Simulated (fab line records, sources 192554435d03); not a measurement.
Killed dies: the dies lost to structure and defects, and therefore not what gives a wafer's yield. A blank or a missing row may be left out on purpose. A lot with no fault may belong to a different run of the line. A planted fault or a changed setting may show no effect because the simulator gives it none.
fab line records ; flow n5_finfet
record lots=7; wafers=21
route steps=1938 shown BEOL_M11@1565 BEOL_M12@1602 BEOL_M13@1681
start_h: the number of hours between the record's first day and the start of the first shown wafer of the lot ; wait_h: hours from the lot's prior step to this one ; " the same as in the row above ; L1.1+2: a row that stands for several wafers ; - either no value or no given start ; * or withheld: withheld ; < > ~ a bound
route shown NAME@n: NAME is a module with steps in the file, n the number in the route of the first one ; usual: average and standard deviation across the fault-free wafers ; same: alike in all rows ; chamber/n: place in a boat ; sites: per-site readings ; _std_site: the standard deviation of these ; _edge_site: outer sites' mean less inner sites' ; radius_mm: how far each site lies from the wafer's centre ; mask NAME#n: copy n ; behind: the most recent tool/chamber to have shaped the wafer ; hold: the reason the lot was held/the length of the hold in hours/how it ended ; device: names the non-switching transistor (n, p or np) ; end of line: the same wafers' tests at the end of the route ; a step with no rows: only its recipe ; killed: dies lost to structure and defects at the first sort, not the wafer's yield ; map: a wafer's dies, marking killed ones x, the rest . and places with no die _
set.NAME: the setting that was run; set.NAME@STEP: the one run at that earlier step ; model.NAME: the simulator's own value behind a step, which no gauge read
lots where settings were altered on purpose, with a table for each step and a row for each wafer
## steps
# step N5_BEOL_M11_EXPOSE_25
# recipe mask_id=V10; na=1.35; source_shape=annular; sigma_inner=0.5; sigma_outer=0.8; polarization=unpolarized; dose_mj=85.5
lot.wafer;tool;chamber;start_h;wait_h;mask;set.dose_mj
L074.2;arfi_scanner-02;0;246.06;-;V10#0;79.76
L074.3+4;arfi_scanner-02;0;246.06;-;V10#0;85.5
L078.2+3+5;arfi_scanner-02;0;280.95;-;V10#0;85.5
L081.1+3+4;arfi_scanner-02;0;289.24;-;V10#0;85.5
L084.1+6;arfi_scanner-01;0;301.62;-;V10#0;82.23
L084.2;arfi_scanner-01;0;301.62;-;V10#0;85.5
L089.2+4+6;arfi_scanner-01;0;337.90;-;V10#0;85.5
L091.2;arfi_scanner-01;0;350.18;-;V10#0;85.5
L091.3+5;arfi_scanner-01;0;350.18;-;V10#0;90.09
L097.1+4+5;arfi_scanner-02;0;425.25;-;V10#0;85.5
# step N5_BEOL_M11_PEB_26
# recipe peb_temp_c=withheld; peb_time_s=60; resist=CAR-ArF
# step N5_BEOL_M11_DEVELOP_27
# recipe develop_time_s=30; developer=TMAH; resist=CAR-ArF; rinse_liquid=diw; dry=air_spin; dev_temp_c=23
# step N5_BEOL_M11_CD_MEAS_28
# recipe target_cd_nm=70; landing_energy_ev=500; detector=se_inlens; polarity=opening
# usual cd_nm=69.7/1
lot.wafer;tool;chamber;start_h;wait_h;set.dose_mj@BEOL_M11_EXPOSE_25;cd_nm
L074.2;cd_sem-03;0;246.18;-;79.76;64.9
L074.3;cd_sem-03;0;246.18;-;85.5;69.3
L074.4;cd_sem-03;0;246.18;-;85.5;69.1
L078.2;cd_sem-01;0;281.07;-;85.5;69.5
L078.3;cd_sem-01;0;281.07;-;85.5;69.4
L078.5;cd_sem-01;0;281.07;-;85.5;69.9
L081.1;cd_sem-02;0;289.37;-;85.5;69.7
L081.3;cd_sem-02;0;289.37;-;85.5;70.5
L081.4;cd_sem-02;0;289.37;-;85.5;70.2
L084.1;cd_sem-01;0;301.75;-;82.23;67.8
L084.2;cd_sem-01;0;301.75;-;85.5;69.6
L084.6;cd_sem-01;0;301.75;-;82.23;66.7
L089.2;cd_sem-03;0;338.03;-;85.5;69.7
L089.4;cd_sem-03;0;338.03;-;85.5;71.3
L089.6;cd_sem-03;0;338.03;-;85.5;71.2
L091.2;cd_sem-01;0;350.31;-;85.5;69.4
L091.3;cd_sem-01;0;350.31;-;90.09;74.5
L091.5;cd_sem-01;0;350.31;-;90.09;75.7
L097.1;cd_sem-03;0;425.38;-;85.5;69.5
L097.4;cd_sem-03;0;425.38;-;85.5;69.5
L097.5;cd_sem-03;0;425.38;-;85.5;70.3
# step N5_BEOL_M11_DESCUM_33
# recipe chemistry=O2; time_s=7.9; source_power_w=50; bias_power_w=20; pressure_mtorr=20; rf_frequency_hz=2.712e+07; temp_c=40; resist=CAR-ArF; o2_flow_sccm=225
# step N5_BEOL_M11_ETCH_65
# recipe chemistry=CF4; target=SiARC; target_depth_a=390; mask_material=CAR-ArF; time_s=65; ion_energy_ev=80; pressure_mtorr=40; source_w=545; bias_w=36; Ar_flow_sccm=100; cf4_flow_sccm=100; ends=cleared
lot.wafer;tool;chamber;start_h;wait_h;set.spin_rpm@BEOL_M11_COAT_64;model.etch.depth_nm;model.CAR-ArF_of_BEOL_M11_COAT_22.thk_nm
L074.2;rie_diel-06;2;246.30;0.0;1500;30;55.6
L074.3;rie_diel-06;1;246.30;0.0;1661;28.5;56.8
L074.4;rie_diel-06;0;246.30;0.0;1500;29.95;55.2
L078.2;rie_diel-06;1;281.57;0.0;1419;30.8;54.6
L078.3;rie_diel-06;2;281.57;0.0;1500;29.94;55.6
L078.5;rie_diel-06;1;281.57;0.0;1500;29.96;55.4
L081.1;rie_diel-06;2;289.49;0.0;1500;30.09;55.4
L081.3;rie_diel-06;0;289.49;0.0;1401;31.08;54.6
L081.4;rie_diel-06;3;289.49;0.0;1500;30.03;55.8
L084.1;rie_diel-06;0;301.88;0.0;1500;30.04;55.4
L084.2;rie_diel-06;3;301.88;0.0;1500;29.96;55.8
L084.6;rie_diel-06;3;301.88;0.0;1552;29.56;56
L089.2;rie_diel-06;3;338.17;0.0;1500;30.04;55
L089.4;rie_diel-06;0;338.17;0.0;1500;30.06;55.2
L089.6;rie_diel-06;3;338.17;0.0;1500;30.03;55.2
L091.2;rie_diel-05;2;350.55;0.0;1376;31.4;54.6
L091.3;rie_diel-05;1;350.55;0.0;1376;31.45;54.2
L091.5;rie_diel-05;2;350.55;0.0;1500;30.11;55.6
L097.1;rie_diel-06;2;425.76;0.0;1500;30.04;55
L097.4;rie_diel-06;1;425.76;0.0;1500;30.01;55
L097.5;rie_diel-06;1;425.76;0.0;1500;30.03;55.4
# step N5_BEOL_M11_ETCH_66
# recipe chemistry=N2/H2; target=SOC; target_depth_a=1200; overetch_a=240; mask_material=SiARC; temp_c=40; time_s=180; ion_energy_ev=200; pressure_mtorr=30; source_w=840; bias_w=150; n2_flow_sccm=200; h2_flow_sccm=200
lot.wafer;tool;chamber;start_h;wait_h;set.spin_rpm@BEOL_M11_COAT_64;model.SiARC_of_BEOL_M11_COAT_64.thk_nm
L074.2;rie_diel-06;2;246.35;0.0;1500;23
L074.3;rie_diel-06;1;246.35;0.0;1661;21
L074.4;rie_diel-06;0;246.35;0.0;1500;22.6
L078.2;rie_diel-06;1;281.62;0.0;1419;23.2
L078.3;rie_diel-06;2;281.62;0.0;1500;22.8
L078.5;rie_diel-06;1;281.62;0.0;1500;22.4
L081.1;rie_diel-06;2;289.54;0.0;1500;23.2
L081.3;rie_diel-06;0;289.54;0.0;1401;23.8
L081.4;rie_diel-06;3;289.54;0.0;1500;22.8
L084.1;rie_diel-06;0;301.93;0.0;1500;22.6
L084.2;rie_diel-06;3;301.93;0.0;1500;22.8
L084.6;rie_diel-06;3;301.93;0.0;1552;22.4
L089.2;rie_diel-06;3;338.22;0.0;1500;22.8
L089.4;rie_diel-06;0;338.22;0.0;1500;22.6
L089.6;rie_diel-06;3;338.22;0.0;1500;23
L091.2;rie_diel-05;2;350.60;0.0;1376;24.2
L091.3;rie_diel-05;1;350.60;0.0;1376;24
L091.5;rie_diel-05;2;350.60;0.0;1500;22.8
L097.1;rie_diel-06;2;425.81;0.0;1500;23
L097.4+5;rie_diel-06;1;425.81;0.0;1500;22.4
# step N5_BEOL_M12_ILD_DEP_00
# recipe material=SiOC; target_thk_a=6589.2; temp_c=350; precursor=DEMS/O2; pressure_torr=5; rf_w=500; time_s=130.7
lot.wafer;tool;chamber;start_h;wait_h;set.time_s;model.SiOC_of_BEOL_M12_ILD_DEP_00.thk_nm
L074.2;pecvd-01;1;249.45;0.0;130.7;656
L074.3;pecvd-01;2;249.45;0.0;111.5;575.6
L074.4;pecvd-01;0;249.45;0.0;130.7;664
L078.2;pecvd-02;1;286.03;0.0;139.2;694.2
L078.3;pecvd-02;2;286.03;0.0;139.2;698.6
L078.5;pecvd-02;0;286.03;0.0;139.2;712.8
L081.1;pecvd-03;2;292.95;0.0;124.8;628
L081.3;pecvd-03;0;292.95;0.0;124.8;622.4
L081.4;pecvd-03;2;292.95;0.0;130.7;666.2
L084.1;pecvd-01;1;305.13;0.0;130.7;646.6
L084.2;pecvd-01;0;305.13;0.0;121.4;595.6
L084.6;pecvd-01;0;305.13;0.0;121.4;604
L089.2;pecvd-01;0;340.94;0.0;130.7;645.8
L089.4;pecvd-01;0;340.94;0.0;130.7;654.6
L089.6;pecvd-01;1;340.94;0.0;130.7;642.2
L091.2;pecvd-03;0;354.00;0.0;130.7;652.6
L091.3;pecvd-03;2;354.00;0.0;130.7;666.2
L091.5;pecvd-03;0;354.00;0.0;130.7;662.6
L097.1;pecvd-03;1;429.61;0.0;130.7;648.8
L097.4;pecvd-03;1;429.61;0.0;130.7;654
L097.5;pecvd-03;2;429.61;0.0;130.7;659.4
# step N5_BEOL_M12_THK_MEAS_01
# recipe reads=SiOC_of_BEOL_M12_ILD_DEP_00
# usual M12_ILD_THK=659/9.3
lot.wafer;tool;chamber;start_h;wait_h;set.time_s@BEOL_M12_ILD_DEP_00;M12_ILD_THK[nm]
L074.2;film_metro-01;-;249.58;0.1;130.7;656
L074.3;film_metro-01;-;249.58;0.1;111.5;575
L074.4;film_metro-01;-;249.58;0.1;130.7;664
L078.2;film_metro-01;-;286.16;0.1;139.2;694
L078.3;film_metro-01;-;286.16;0.1;139.2;699
L078.5;film_metro-01;-;286.16;0.1;139.2;713
L081.1;film_metro-02;-;293.08;0.1;124.8;628
L081.3;film_metro-02;-;293.08;0.1;124.8;623
L081.4;film_metro-02;-;293.08;0.1;130.7;665
L084.1;film_metro-02;-;305.26;0.1;130.7;646
L084.2;film_metro-02;-;305.26;0.1;121.4;596
L084.6;film_metro-02;-;305.26;0.1;121.4;604
L089.2;film_metro-02;-;341.07;0.1;130.7;646
L089.4;film_metro-02;-;341.07;0.1;130.7;655
L089.6;film_metro-02;-;341.07;0.1;130.7;642
L091.2;film_metro-01;-;354.13;0.1;130.7;653
L091.3;film_metro-01;-;354.13;0.1;130.7;666
L091.5;film_metro-01;-;354.13;0.1;130.7;663
L097.1;film_metro-01;-;429.74;0.1;130.7;649
L097.4;film_metro-01;-;429.74;0.1;130.7;654
L097.5;film_metro-01;-;429.74;0.1;130.7;659
# step N5_BEOL_M12_COAT_58
# recipe resist=BARC; temp_c=205; time_s=60; spin_rpm=1500; resist_thk_nm=89
# step N5_BEOL_M12_COAT_04
# recipe spin_rpm=1625; resist_thk_nm=400
# step N5_BEOL_M12_DESCUM_15
# recipe chemistry=O2; time_s=7.9; source_power_w=50; bias_power_w=20; pressure_mtorr=20; rf_frequency_hz=2.712e+07; temp_c=40; o2_flow_sccm=225
# step N5_BEOL_M12_ETCH_59
# recipe chemistry=N2/H2; target=BARC; target_depth_a=890; overetch_a=267; time_s=67.9; ion_energy_ev=200; pressure_mtorr=30; source_w=840; bias_w=150; n2_flow_sccm=200; h2_flow_sccm=200
# step N5_BEOL_M12_VIA_ETCH_16
# recipe chemistry=C4F8/O2/Ar; target=SiOC; pressure_mtorr=30; source_w=3000; bias_w=700; Ar_flow_sccm=400; C4F8_flow_sccm=15; O2_flow_sccm=8; he_inner_torr=15; he_outer_torr=30; target_depth_a=7248; time_s=withheld; ion_energy_ev=250; ends=cleared
lot.wafer;tool;chamber;start_h;wait_h;set.time_s@BEOL_M12_ILD_DEP_00;model.etch.depth_nm;model.coat_of_BEOL_M12_COAT_04.thk_nm
L074.2;rie_diel-02;1;250.06;0.0;*;656;123.8
L074.3;rie_diel-02;3;250.06;0.0;*;575.5;144
L074.4;rie_diel-02;0;250.06;0.0;*;664.1;119.4
L078.2;rie_diel-04;3;286.67;0.0;*;694.3;113.6
L078.3;rie_diel-04;0;286.67;0.0;*;698.6;112.6
L078.5;rie_diel-04;0;286.67;0.0;*;712.7;106.8
L081.1;rie_diel-02;2;293.69;0.0;*;628;132
L081.3;rie_diel-02;1;293.69;0.0;*;622.5;134
L081.4;rie_diel-02;0;293.69;0.0;*;666.2;120.6
L084.1;rie_diel-01;1;305.92;0.0;*;646.6;126.8
L084.2;rie_diel-01;2;305.92;0.0;*;595.5;143.2
L084.6;rie_diel-01;2;305.92;0.0;*;604;141.2
L089.2;rie_diel-01;2;341.67;0.0;*;645.9;126.2
L089.4;rie_diel-01;3;341.67;0.0;*;654.7;122.8
L089.6;rie_diel-01;0;341.67;0.0;*;642.3;132.6
L091.2;rie_diel-02;3;354.73;0.0;*;652.6;122.2
L091.3;rie_diel-02;2;354.73;0.0;*;666.2;119.8
L091.5;rie_diel-02;0;354.73;0.0;*;662.6;121.2
L097.1;rie_diel-04;0;430.22;0.0;*;648.8;129
L097.4;rie_diel-04;2;430.22;0.0;*;654.1;125.6
L097.5;rie_diel-04;0;430.22;0.0;*;659.5;124.6
# step N5_BEOL_M12_STRIP_63
# recipe chemistry=N2/H2; power_w=1000; temp_c=250; h2_frac=0.65; overash_fraction=0.3; pressure_mtorr=1000; n2_flow_sccm=1750; h2_flow_sccm=3250
# usual strip_time_to_endpoint_s=42.4/0.93
lot.wafer;tool;chamber;start_h;wait_h;set.time_s@BEOL_M12_ILD_DEP_00;strip_time_to_endpoint_s
L074.2;plasma_asher-02;0;250.26;-;130.7;42.7
L074.3;plasma_asher-02;1;250.26;-;111.5;48.1
L074.4;plasma_asher-02;0;250.26;-;130.7;41.5
L078.2;plasma_asher-02;0;286.87;-;139.2;40.0
L078.3;plasma_asher-02;1;286.87;-;139.2;39.7
L078.5;plasma_asher-02;1;286.87;-;139.2;38.1
L081.1;plasma_asher-02;0;293.89;-;124.8;44.9
L081.3;plasma_asher-02;0;293.89;-;124.8;45.4
L081.4;plasma_asher-02;1;293.89;-;130.7;41.8
L084.1;plasma_asher-01;0;306.12;-;130.7;43.5
L084.2;plasma_asher-01;1;306.12;-;121.4;47.9
L084.6;plasma_asher-01;1;306.12;-;121.4;47.4
L089.2;plasma_asher-01;1;341.87;-;130.7;43.4
L089.4;plasma_asher-01;1;341.87;-;130.7;42.4
L089.6;plasma_asher-01;1;341.87;-;130.7;45.1
L091.2;plasma_asher-02;1;354.93;-;130.7;42.3
L091.3;plasma_asher-02;1;354.93;-;130.7;41.6
L091.5;plasma_asher-02;1;354.93;-;130.7;42.0
L097.1;plasma_asher-02;0;430.42;-;130.7;44.1
L097.4;plasma_asher-02;0;430.42;-;130.7;43.2
L097.5;plasma_asher-02;0;430.42;-;130.7;42.9
# step N5_BEOL_M12_STRIP_64
# recipe chemistry=N2/H2; power_w=1000; temp_c=250; h2_frac=0.65; overash_fraction=0.3; pressure_mtorr=withheld; n2_flow_sccm=1750; h2_flow_sccm=3250
# step N5_BEOL_M12_STRIP_71
# recipe chemistry=post_etch_residue_remover; time_s=60; temp_c=25; remover_ph=withheld; remover_water_wt_pct=withheld; remover_fluoride_wt_pct=withheld
# step N5_BEOL_M12_STRIP_37
# recipe chemistry=N2/H2; power_w=1000; temp_c=250; h2_frac=0.65; overash_fraction=0.3; pressure_mtorr=withheld; n2_flow_sccm=1750; h2_flow_sccm=3250
# step N5_BEOL_M12_ETCH_38
# recipe chemistry=CF4/N2; target=SiCN; target_depth_a=687; taper_deg=2; time_s=73.4; ion_energy_ev=150; mask_material=SiO2; pressure_mtorr=40; source_w=430; bias_w=70; Ar_flow_sccm=100; cf4_flow_sccm=60; n2_flow_sccm=60
lot.wafer;tool;chamber;start_h;wait_h;set.time_s@BEOL_M12_ILD_DEP_00;model.SiOC_of_BEOL_M12_ILD_DEP_00.thk_nm
L074.2;rie_diel-04;3;254.66;-;130.7;606.8
L074.3;rie_diel-04;0;254.66;-;111.5;525.6
L074.4;rie_diel-04;2;254.66;-;130.7;615
L078.2;rie_diel-01;2;291.25;-;139.2;644.6
L078.3;rie_diel-01;3;291.25;-;139.2;649.8
L078.5;rie_diel-01;1;291.25;-;139.2;663.4
L081.1;rie_diel-01;1;295.28;-;124.8;578
L081.3;rie_diel-01;0;295.28;-;124.8;575
L081.4;rie_diel-01;3;295.28;-;130.7;616.6
L084.1;rie_diel-02;2;312.84;-;130.7;597.6
L084.2;rie_diel-02;0;312.84;-;121.4;546
L084.6;rie_diel-02;0;312.84;-;121.4;554.6
L089.2;rie_diel-02;2;344.71;-;130.7;596.6
L089.4;rie_diel-02;1;344.71;-;130.7;605
L089.6;rie_diel-02;2;344.71;-;130.7;593.4
L091.2;rie_diel-01;2;359.55;-;130.7;603.6
L091.3;rie_diel-01;1;359.55;-;130.7;617.4
L091.5;rie_diel-01;2;359.55;-;130.7;613.4
L097.1;rie_diel-01;2;436.81;-;130.7;599.6
L097.4;rie_diel-01;2;436.81;-;130.7;605
L097.5;rie_diel-01;3;436.81;-;130.7;610.8
# step N5_BEOL_M13_COAT_66
# recipe resist=SiARC; temp_c=220; time_s=60; spin_rpm=1500; resist_thk_nm=110
lot.wafer;tool;chamber;start_h;wait_h;set.spin_rpm;model.SiARC_of_BEOL_M13_COAT_66.thk_nm
L074.2;litho_track-05;0;-;-;1596;106.4
L074.3;litho_track-05;0;-;-;1596;106.2
L074.4;litho_track-05;0;-;-;1500;110
L078.2;litho_track-01;0;-;-;1500;109.8
L078.3;litho_track-01;0;-;-;1425;112.4
L078.5;litho_track-01;0;-;-;1425;112.8
L081.1;litho_track-02;0;-;-;1418;113.4
L081.3;litho_track-02;0;-;-;1418;113.2
L081.4;litho_track-02;0;-;-;1500;110.2
L084.1;litho_track-02;0;-;-;1500;110.8
L084.2;litho_track-02;0;-;-;1500;110.2
L084.6;litho_track-02;0;-;-;1500;110.6
L089.2;litho_track-01;0;-;-;1500;110
L089.4;litho_track-01;0;-;-;1634;105.2
L089.6;litho_track-01;0;-;-;1500;109.6
L091.2;litho_track-01;0;-;-;1385;114.6
L091.3;litho_track-01;0;-;-;1385;114.2
L091.5;litho_track-01;0;-;-;1500;110
L097.1+5;litho_track-01;0;-;-;1500;110
L097.4;litho_track-01;0;-;-;1500;109.8
## key
split step=N5_BEOL_M11_EXPOSE_25; setting=dose_mj; stated=85.5; by=wafer
response step=N5_BEOL_M11_CD_MEAS_28; reading=cd_nm; change=+0.773; per=1%; r=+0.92
split step=N5_BEOL_M12_ILD_DEP_00; setting=time_s; stated=130.7; by=wafer
response step=N5_BEOL_M12_ILD_DEP_00; reading=model.SiOC_of_BEOL_M12_ILD_DEP_00.thk_nm; change=+6.13; per=1%; r=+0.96
response step=N5_BEOL_M12_THK_MEAS_01; reading=M12_ILD_THK; change=+6.13; per=1%; r=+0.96
response step=N5_BEOL_M12_VIA_ETCH_16; reading=model.etch.depth_nm; change=+6.13; per=1%; r=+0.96
response step=N5_BEOL_M12_VIA_ETCH_16; reading=model.coat_of_BEOL_M12_COAT_04.thk_nm; change=-1.72; per=1%; r=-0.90
response step=N5_BEOL_M12_STRIP_63; reading=strip_time_to_endpoint_s; change=*; per=1%; r=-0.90
response step=N5_BEOL_M12_ETCH_38; reading=model.SiOC_of_BEOL_M12_ILD_DEP_00.thk_nm; change=+6.17; per=1%; r=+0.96
split step=N5_BEOL_M13_COAT_66; setting=spin_rpm; stated=1500; by=wafer
response step=N5_BEOL_M13_COAT_66; reading=model.SiARC_of_BEOL_M13_COAT_66.thk_nm; change=-0.552; per=1%; r=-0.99
split outside_this_file step=N5_BEOL_M11_COAT_64 setting=spin_rpm
# split outside_this_file: this setting was split too, and the file shows its column; the key of that split is in another file
